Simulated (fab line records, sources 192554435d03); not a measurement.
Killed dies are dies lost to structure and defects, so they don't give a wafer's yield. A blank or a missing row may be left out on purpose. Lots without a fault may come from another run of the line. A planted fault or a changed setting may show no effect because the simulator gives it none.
fab line records | flow n5_finfet
record lots=9 wafers=25 last_day=18
route steps=1938 shown BEOL_M1@829 BEOL_M2@843 BEOL_M4@1111 PASSIVATION@1936
lots that met no fault: from a run of the same line without faults
start_h: hours from the record's first day to the start of the lot's first wafer shown | wait_h: hours since the lot's step before | " the same as in the row above | L1.1+2: a row that stands for several wafers | - no value, or no start given | * or withheld: withheld | < > ~ a bound
route shown NAME@n: a module of which the file shows steps, and the number in the route of the first | usual: mean/standard deviation of fault-free wafers | same: alike in all rows | chamber/n: place in a boat | sites: the reading at each site | _std_site: their standard deviation | _edge_site: outer sites' mean less inner sites' | radius_mm: how far each site lies from the wafer's centre | mask NAME#n: copy n | behind: the tool/chamber that last shaped the wafer | hold: why the lot was held/for how many hours/how that ended | device: the transistor (n, p or np) that didn't switch | end of line: the same wafers' tests at the end of the route | a step without rows: its recipe alone | killed: dies lost to structure and defects at the first sort, not the wafer's yield | map: a wafer's dies, x killed, . not, _ none there
set.NAME: the setting as run; set.NAME@STEP: as run at that earlier step | model.NAME: the simulator's own value behind a step, which no gauge read
steps of the route over a sample of lots; a table a step, a row a wafer
services: from which hour (start_h, from the record's first day; less than 0 if before it) a tool's chamber was out of use, for how many hours, and why
## steps
# step N5_BEOL_M1_ANNEAL_95
# recipe temp_c=400 time_s=240 ambient=vacuum
# usual heater_power_w=824/89 susceptor_temp_C=399.99/0.22
# columns lot.wafer tool chamber start_h wait_h heater_power_w susceptor_temp_C
L481.3 pvd_sputter-03 - 163.26 0.0 913 400.03
L481.4 " - " " 848 400.23
L481.5 " - " " 899 399.93
L484.1 pvd_sputter-01 - 168.38 0.0 960 400.04
L484.3 " - " " 666 400.09
L484.6 " - " " 788 399.94
L486.1 pvd_sputter-02 - 170.09 0.0 812 399.91
L486.3 " - " " 845 399.77
L489.1 pvd_sputter-02 - 178.78 0.0 826 400.03
L489.4 " - " " 846 399.85
L489.5 " - " " 830 399.89
L491.2 pvd_sputter-01 - 185.63 0.0 967 399.82
L491.5 " - " " 777 399.67
L491.6 " - " " 650 399.99
L490.3 pvd_sputter-01 - 188.49 0.0 770 400.01
L490.5 " - " " 798 400.01
L490.6 " - " " 987 400.11
L501.2 pvd_sputter-03 - 250.00 0.0 935 399.83
L501.4 " - " " 839 399.79
L503.1 pvd_sputter-01 - 267.16 0.0 774 400.09
L503.3 " - " " 935 399.66
L503.5 " - " " 794 399.88
L504.2 pvd_sputter-02 - 273.55 0.0 831 399.72
L504.3 " - " " 849 400.15
L504.6 " - " " 847 399.70
# step N5_BEOL_M1_ANNEAL_51
# recipe temp_c=225 time_s=90 ambient=N2
# usual wafer_temp_C_max=226.3/0.39
# columns lot.wafer tool chamber start_h wait_h wafer_temp_C_max
L481.3 rtp_anneal-02 0 163.70 0.1 225.7
L481.4 " 0 " " 226.1
L481.5 " 0 " " 226.3
L484.1 rtp_anneal-02 0 169.00 0.3 226.1
L484.3 " 0 " " 226.4
L484.6 " 0 " " 226.0
L486.1 rtp_anneal-01 0 170.42 0.1 227.2
L486.3 " 0 " " 227.1
L489.1 rtp_anneal-02 0 179.12 0.1 226.1
L489.4 " 0 " " 225.9
L489.5 " 0 " " 225.6
L491.2 rtp_anneal-01 0 186.01 0.1 226.7
L491.5 " 0 " " 227.3
L491.6 " 0 " " 226.8
L490.3 rtp_anneal-02 0 188.92 0.1 225.9
L490.5 " 0 " " 226.4
L490.6 " 0 " " 225.7
L501.2 rtp_anneal-02 0 251.57 1.3 225.9
L501.4 " 0 " " 226.1
L503.1 rtp_anneal-02 0 267.50 0.1 226.2
L503.3 " 0 " " 226.3
L503.5 " 0 " " 226.0
L504.2 rtp_anneal-02 0 273.94 0.1 226.2
L504.3 " 0 " " 226.1
L504.6 " 0 " " 226.1
# step N5_BEOL_M2_PECVD_72
# recipe material=SiO2 target_thk_a=160 temp_c=400 precursor=TEOS/O2 pressure_torr=5.5 rf_w=450 teos_flow_sccm=53.8 gas=O2 flow_sccm=3000 time_s=18
# usual heater_power_w=702/97 rf_fwd_power_W=445.3/2.1 showerhead_plenum_p_Torr=8.79/0.056 susceptor_temp_C=399.98/0.23 throttle_valve_pct=22.1/0.7
# columns lot.wafer tool chamber start_h wait_h heater_power_w rf_fwd_power_W showerhead_plenum_p_Torr susceptor_temp_C throttle_valve_pct
L481.3 pecvd-02 1 164.62 0.0 729 446.4 8.77 399.80 23.0
L481.4 " 0 " " 671 445.8 8.84 400.11 22.2
L481.5 " 2 " " 621 447.9 8.85 400.24 21.5
L484.1 pecvd-02 0 170.06 0.0 607 443.9 8.78 400.11 22.4
L484.3 " 2 " " 683 445.6 8.84 399.89 21.1
L484.6 " 0 " " 597 443.8 8.78 400.00 22.2
L486.1 pecvd-02 1 171.71 0.0 804 447.5 8.76 399.96 22.9
L486.3 " 0 " " 613 443.8 8.80 399.95 22.0
L489.1 pecvd-03 2 180.14 0.0 530 448.2 8.84 399.88 21.0
L489.4 " 1 " " 704 446.3 8.79 399.92 23.5
L489.5 " 2 " " 546 444.9 8.84 400.03 21.1
L491.2 pecvd-04 0 187.09 0.0 932 446.7 8.87 400.06 22.6
L491.5 " 1 " " 810 441.1 8.67 399.80 21.7
L491.6 " 0 " " 951 446.7 8.89 399.82 22.4
L490.3 pecvd-02 2 190.81 0.0 615 447.2 8.85 399.96 21.4
L490.5 " 2 " " 615 446.5 8.86 400.11 21.6
L490.6 " 1 " " 831 446.4 8.73 399.72 22.9
L501.2 pecvd-04 2 252.56 0.0 743 444.1 8.82 399.66 21.7
L501.4 " 2 " " 744 442.7 8.82 399.88 21.6
L503.1 pecvd-02 1 268.52 0.0 791 445.8 8.75 399.45 22.8
L503.3 " 2 " " 624 444.5 8.82 399.53 21.9
L503.5 " 2 " " 649 444.7 8.85 399.54 21.8
L504.2 pecvd-04 2 274.91 0.0 719 443.1 8.83 399.81 21.6
L504.3 " 1 " " 742 440.4 8.68 400.32 21.3
L504.6 " 2 " " 694 443.7 8.82 399.73 21.7
# step N5_BEOL_M2_COAT_62
# recipe resist=SiARC temp_c=220 time_s=60 spin_rpm=1500 resist_thk_nm=12
# usual chill_plate_temp_C=22.98/0.12 plate_temp_C=219.97/0.15 spin_speed_rpm=1499.9/0.91
# columns lot.wafer tool chamber start_h wait_h chill_plate_temp_C plate_temp_C spin_speed_rpm
L481.3 litho_track-05 0 165.91 - 23.13 220.11 1500.3
L481.4 " 0 " " 23.15 220.06 1499.4
L481.5 " 0 " " 22.93 220.02 1499.4
L484.1 litho_track-05 0 170.53 - 22.96 219.87 1499.4
L484.3 " 0 " " 23.09 219.87 1499.6
L484.6 " 0 " " 22.82 219.90 1499.3
L486.1 litho_track-01 0 173.36 - 22.83 220.14 1499.8
L486.3 " 0 " " 22.90 219.98 1497.6
L489.1 litho_track-01 0 180.53 - 22.83 220.01 1911.2
L489.4 " 0 " " 22.95 220.16 1912.8
L489.5 " 0 " " 22.89 219.97 1911.1
L491.2 litho_track-05 0 189.28 - 23.01 219.96 1500.6
L491.5 " 0 " " 23.14 220.05 1498.8
L491.6 " 0 " " 22.87 219.95 1500.3
L490.3 litho_track-01 0 192.70 - 23.07 219.54 1910.7
L490.5 " 0 " " 23.14 219.69 1912.4
L490.6 " 0 " " 23.22 220.03 1912.6
L501.2 litho_track-04 0 253.42 - 23.01 219.91 1499.5
L501.4 " 0 " " 23.08 220.03 1499.4
L503.1 litho_track-01 0 268.89 - 23.03 220.08 1497.6
L503.3 " 0 " " 23.13 220.04 1499.0
L503.5 " 0 " " 22.93 220.30 1498.6
L504.2 litho_track-01 0 275.60 - 22.82 220.03 1498.6
L504.3 " 0 " " 22.91 219.99 1500.1
L504.6 " 0 " " 22.75 219.84 1500.7
# step N5_BEOL_M2_ETCH_63
# recipe chemistry=CF4 target=SiARC target_depth_a=156 mask_material=CAR-EUV time_s=26 ion_energy_ev=80 pressure_mtorr=40 source_w=545 bias_w=36 Ar_flow_sccm=100 cf4_flow_sccm=100 ends=cleared
# usual bias_w=35.99/0.1 chamber_pressure_mTorr=40.00/0.035 drypump_motor_current_A=5.6/0.45 etch_rf_on_time_s=25.9/0.68 oes_product_au=0.69/0.077 rf_fwd_power_W=533.1/2 rf_vpp_V=183.7/1 showerhead_plenum_p_Torr=2.11/0.045 throttle_valve_pct=15.57/0.28
# columns lot.wafer tool chamber start_h wait_h bias_w chamber_pressure_mTorr drypump_motor_current_A etch_rf_on_time_s oes_product_au rf_fwd_power_W rf_hours_counter_h rf_vpp_V showerhead_plenum_p_Torr throttle_valve_pct
L481.3 rie_diel-03 0 166.35 0.0 35.94 39.99 5.2 25.9 0.61 530.8 189 183.6 2.04 15.55
L481.4 " 1 " " 36.01 40.03 5.9 25.2 0.80 532.4 - 184.9 2.18 15.10
L481.5 " 3 " " 36.07 40.02 5.8 25.9 0.67 532.4 - 183.4 2.15 15.68
L484.1 rie_diel-01 3 171.17 0.0 36.12 40.01 6.1 25.8 0.72 537.1 72 181.6 2.08 15.14
L484.3 " 0 " " 35.86 40.03 4.9 25.4 0.59 533.1 228 183.5 2.13 16.11
L484.6 " 2 " " 36.04 40.00 5.8 27.4 0.76 532.1 - 183.1 2.10 15.56
L486.1 rie_diel-03 0 173.86 0.0 36.02 39.98 5.2 26.1 0.61 529.3 193 182.7 2.04 15.57
L486.3 " 3 " " 35.78 40.09 5.8 26.1 0.66 532.9 103 182.9 2.15 15.68
L489.1 rie_diel-01 0 181.08 0.0 35.97 40.01 4.8 22.4 0.59 533.2 234 183.0 2.13 16.11
L489.4 " 2 " " 35.94 40.03 5.8 24.0 0.75 529.5 30 183.7 2.10 15.55
L489.5 " 0 " " 35.90 40.00 4.9 22.2 0.59 530.4 - 184.1 2.13 16.12
L491.2 rie_diel-06 1 189.85 0.0 36.03 40.00 5.8 25.1 0.59 535.6 222 184.2 2.12 15.87
L491.5 " 1 " " 36.09 40.05 5.8 24.9 0.60 536.3 - 183.2 2.12 15.87
L491.6 " 2 " " 36.10 39.99 4.9 25.2 0.78 528.3 - 185.1 2.16 15.65
L490.3 rie_diel-01 0 193.14 0.0 36.07 39.99 4.9 22.5 0.59 534.6 237 183.6 2.13 16.12
L490.5 " 2 " " 35.84 39.97 5.8 24.2 0.74 531.5 - 183.4 2.10 15.56
L490.6 " 3 " " 35.82 39.97 6.1 22.9 0.71 530.7 - 182.2 2.08 15.16
L501.2 rie_diel-06 2 253.86 0.0 35.88 40.01 4.9 25.4 0.75 530.5 67 185.0 2.15 15.66
L501.4 " 0 " " 36.01 39.99 5.8 25.9 0.65 532.1 - 182.4 2.06 15.40
L503.1 rie_diel-01 1 269.33 0.0 35.99 39.95 6.3 26.1 0.76 533.9 31 184.5 2.09 15.34
L503.3 " 2 " " 35.92 39.99 5.8 27.2 0.70 532.6 60 184.6 2.09 15.62
L503.5 " 0 " " 36.04 39.96 4.8 25.1 0.82 532.8 - 183.8 2.12 15.68
L504.2 rie_diel-01 3 276.19 0.0 36.08 40.04 6.1 25.9 0.68 534.6 109 182.6 2.07 15.25
L504.3 " 1 " " 36.12 39.97 6.4 26.3 0.75 534.1 33 183.5 2.09 15.37
L504.6 " 2 " " 36.04 40.00 5.8 27.4 0.70 531.9 - 184.7 2.09 15.63
# step N5_BEOL_M4_RC_MEAS_101
# usual DIBL_N=35.6/1.7 DIBL_P=35.0/2 IOFF_N=0.148/0.027 IOFF_P=0.19/0.032 ION_N=671/14 ION_P=460/9.1 SS_N=71.3/0.62 SS_P=73.0/0.64 VT_N=251/3.2 VT_P=-251.5/2.9
# columns lot.wafer tool chamber start_h wait_h DIBL_N[mV/V] DIBL_P[mV/V] IOFF_N[nA/um] IOFF_P[nA/um] ION_N[uA/um] ION_P[uA/um] SS_N[mV/dec] SS_P[mV/dec] VT_N[mV] VT_P[mV]
L481.3 prober-02 0 200.09 0.3 36.1 37.1 0.174 0.20 701 470 71.1 73.9 248 -252.5
L481.4 " 0 " " 35.4 37.2 0.150 0.19 673 460 70.9 73.9 252 -249.9
L481.5 " 0 " " 35.2 35.8 0.148 0.17 678 464 71.2 73.1 251 -251.1
L486.1 prober-02 0 206.69 0.0 35.8 35.7 0.130 0.19 668 468 71.9 73.4 254 -254.1
L486.3 " 0 " " 36.6 36.2 0.139 0.19 668 458 72.6 73.5 254 -254.3
L484.1 prober-01 0 207.20 0.0 38.2 38.9 0.168 0.20 692 473 72.1 73.6 250 -252.7
L484.3 " 0 " " 38.3 39.4 0.180 0.22 685 466 71.9 73.4 248 -253.7
L484.6 " 0 " " 37.6 38.2 0.164 0.20 687 465 71.9 73.0 249 -252.6
L489.1 prober-02 0 217.39 0.0 35.7 34.8 0.150 0.21 679 469 71.5 72.9 251 -249.0
L489.4 " 0 " " 35.9 36.2 0.157 0.23 663 458 71.7 73.0 250 -249.4
L489.5 " 0 " " 35.4 35.7 0.155 0.22 680 465 71.7 72.7 249 -250.6
L490.3 prober-01 0 248.31 0.3 33.8 34.1 0.140 0.22 674 467 71.2 73.1 250 -246.6
L490.5 " 0 " " 34.2 34.7 0.161 0.23 690 472 71.3 73.4 245 -246.9
L490.6 " 0 " " 37.2 38.8 0.214 0.31 680 473 72.0 74.6 245 -244.7
L491.2 prober-01 0 249.09 0.6 34.4 36.7 0.149 0.25 679 471 71.1 74.1 249 -246.7
L491.5 " 0 " " 31.1 31.3 0.094 0.16 650 460 71.0 71.8 257 -249.5
L491.6 " 0 " " 35.0 36.3 0.163 0.24 687 472 71.4 73.4 248 -247.2
L501.2 prober-02 0 305.38 0.2 35.5 34.2 0.119 0.18 662 458 70.5 72.3 253 -251.4
L501.4 " 0 " " 40.2 40.5 0.222 0.30 692 475 72.3 73.4 247 -244.4
L504.2 prober-02 0 321.94 0.2 37.7 37.6 0.200 0.22 701 468 71.8 74.1 246 -253.1
L504.3 " 0 " " 35.9 35.5 0.155 0.19 679 458 71.2 73.3 249 -251.3
L504.6 " 0 " " 36.3 36.0 0.166 0.20 681 456 71.3 73.6 245 -250.3
L503.1 prober-01 0 322.01 0.0 37.0 37.4 0.156 0.22 677 472 71.3 73.3 250 -251.2
L503.3 " 0 " " 36.2 35.8 0.144 0.18 680 464 71.2 72.3 251 -253.6
L503.5 " 0 " " 34.6 33.7 0.120 0.16 668 462 69.9 72.6 254 -252.9
# step N5_PASSIVATION_PROBE_49
# usual defect_limited_yield=91.2/1.6 killed_at_M0_to_M3=35/11 killed_at_M4_up=14/5.4 killed_at_contacts=13/6 killed_at_front_end=38/11 killed_at_other=3.4/2.6 killed_dies=104/19 killed_open=68/13 killed_short=34/8.5 sort_bin_5_function=5.1/1 sort_bin_6_memory=3.3/0.72 sort_bin_8_speed=0.1/0.9 sort_n_pass=1075/22 sort_yield_pct=91.1/1.9
# same gross_dies=1180 killed_at_back_side=0 sort_bin_4_leakage[%]=0
# columns lot.wafer tool chamber start_h wait_h defect_limited_yield[%] killed_at_M0_to_M3 killed_at_M4_up killed_at_contacts killed_at_front_end killed_at_other killed_dies killed_open killed_short sort_bin_5_function[%] sort_bin_6_memory[%] sort_bin_8_speed[%] sort_n_pass sort_yield_pct[%]
L481.3 prober-01 - 315.18 0.1 90.2 32 20 12 48 4 116 76 38 5.5 4.1 0 1064 90.2
L481.4 prober-01 - 315.23 0.2 91.0 48 16 13 25 4 106 62 38 5.9 2.4 0 1074 91.0
L481.5 prober-01 - 315.28 0.2 90.8 49 12 9 36 2 108 74 34 5.2 3.6 0 1072 90.8
L489.1 prober-01 - 331.49 0.0 91.0 34 12 18 41 1 106 67 30 5.4 2.6 0 1074 91.0
L501.2 prober-01 - 409.02 0.1 88.1 31 22 20 67 0 140 94 43 7.4 4.0 0 1040 88.1
L501.4 prober-01 - 409.12 0.2 90.8 37 15 16 39 1 108 69 37 5.3 3.6 0 1072 90.8
# killed by level:class
L481.3 FIN_SAQP:geometric_particle:short=13 FIN_SAQP:geometric_particle:open=9 STI_FIN_REVEAL:geometric_particle:open=9 MOL_CONTACT_COAG:geometric_particle:open=9 BEOL_M4:geometric_particle:open=9 BEOL_M3:geometric_particle:open=8 BEOL_M2:geometric_particle:short=5 GATE_CUT:geometric_particle:short=5
L481.4 BEOL_M3:geometric_particle:open=15 MOL_CONTACT_COAG:geometric_particle:open=10 BEOL_M0_SAQP:geometric_particle:short=9 BEOL_M4:geometric_particle:open=8 BEOL_M2:geometric_particle:open=6 FIN_SAQP:geometric_particle:short=4 GATE_CUT:geometric_particle:short=4 BEOL_M0:geometric_particle:short=4
L481.5 BEOL_M2:geometric_particle:open=17 STI_FIN_REVEAL:geometric_particle:open=11 FIN_SAQP:geometric_particle:open=9 BEOL_M0_SAQP:geometric_particle:open=7 MOL_CONTACT_COAG:geometric_particle:open=6 BEOL_M0_SAQP:geometric_particle:short=5 BEOL_M2:geometric_particle:short=5 FIN_SAQP:geometric_particle:short=4
L489.1 MOL_CONTACT_COAG:geometric_particle:open=15 BEOL_M2:geometric_particle:open=9 FIN_SAQP:geometric_particle:open=7 FIN_SAQP:geometric_particle:short=7 BEOL_M3:geometric_particle:open=7 BEOL_M1:geometric_particle:open=6 STI_FIN_REVEAL:geometric_particle:open=5 HKMG_FIN:area_etch=5
L501.2 STI_FIN_REVEAL:geometric_particle:open=20 MOL_CONTACT_COAG:geometric_particle:open=16 FIN_SAQP:geometric_particle:short=14 BEOL_M4:geometric_particle:open=14 BEOL_M3:geometric_particle:open=9 FIN_SAQP:geometric_particle:open=8 STI_FIN_REVEAL:geometric_particle:short=5 BEOL_M0_SAQP:geometric_particle:short=5
L501.4 MOL_CONTACT_COAG:geometric_particle:open=15 BEOL_M3:geometric_particle:open=13 BEOL_M0_SAQP:geometric_particle:open=9 BEOL_M0_SAQP:geometric_particle:short=9 FIN_SAQP:geometric_particle:short=8 STI_FIN_REVEAL:geometric_particle:open=6 FIN_SAQP:geometric_particle:open=6 STI_FIN_REVEAL:geometric_particle:short=4
## services
# columns tool chamber start_h hours kind
pecvd-03 - 143.45 0.3 repair
rie_diel-06 1 153.08 4.2 repair
pecvd-03 - 154.35 1.2 repair
pvd_sputter-02 - 159.51 2.8 repair
rie_diel-01 1 162.13 - clean
rie_diel-01 1 162.13 - consumable_replace:focus_ring
rie_diel-01 1 162.13 17.2 scheduled_down
rie_diel-01 1 162.13 17.2 vent_cycle
rtp_anneal-01 - 193.00 75.2 pm
rie_diel-03 2 201.74 28.7 repair
pecvd-03 - 203.07 0.6 repair
pvd_sputter-02 - 207.13 4.6 repair
pecvd-02 - 213.43 0.8 repair
rie_diel-06 1 214.36 13.2 repair
rie_diel-03 - 219.88 28.1 pm
litho_track-05 - 222.42 - consumable_replace:filter
rie_diel-01 0 238.87 - clean
rie_diel-01 0 238.87 - consumable_replace:focus_ring
rie_diel-01 0 238.87 17.9 scheduled_down
rie_diel-01 0 238.87 17.9 vent_cycle
pvd_sputter-03 - 239.40 1.2 repair
pecvd-03 2 241.42 8.2 repair
litho_track-01 - 241.91 - consumable_replace:filter
litho_track-05 - 255.66 - consumable_replace:filter
## key
first_sign step=N5_BEOL_M2_COAT_62 reading=spin_speed_rpm direction=up sigmas=99+ usual=* struck=*
effect step=N5_BEOL_M2_ETCH_63 reading=etch_rf_on_time_s direction=down sigmas=4.2 usual=* struck=*
met_at N5_BEOL_M2_COAT_62
struck_lots L489,L490
not_acting_at N5_BEOL_M1_ANNEAL_95,N5_BEOL_M1_ANNEAL_51,N5_BEOL_M2_PECVD_72
onset_between 173.36 180.53
fault kind=process_parameter_drift tool=litho_track-01 chamber=- onset_h=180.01 steps=N5_BEOL_M2_COAT_62 channel=spin_rpm offset=* shape=step end_h=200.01 acts_in=* stated=*
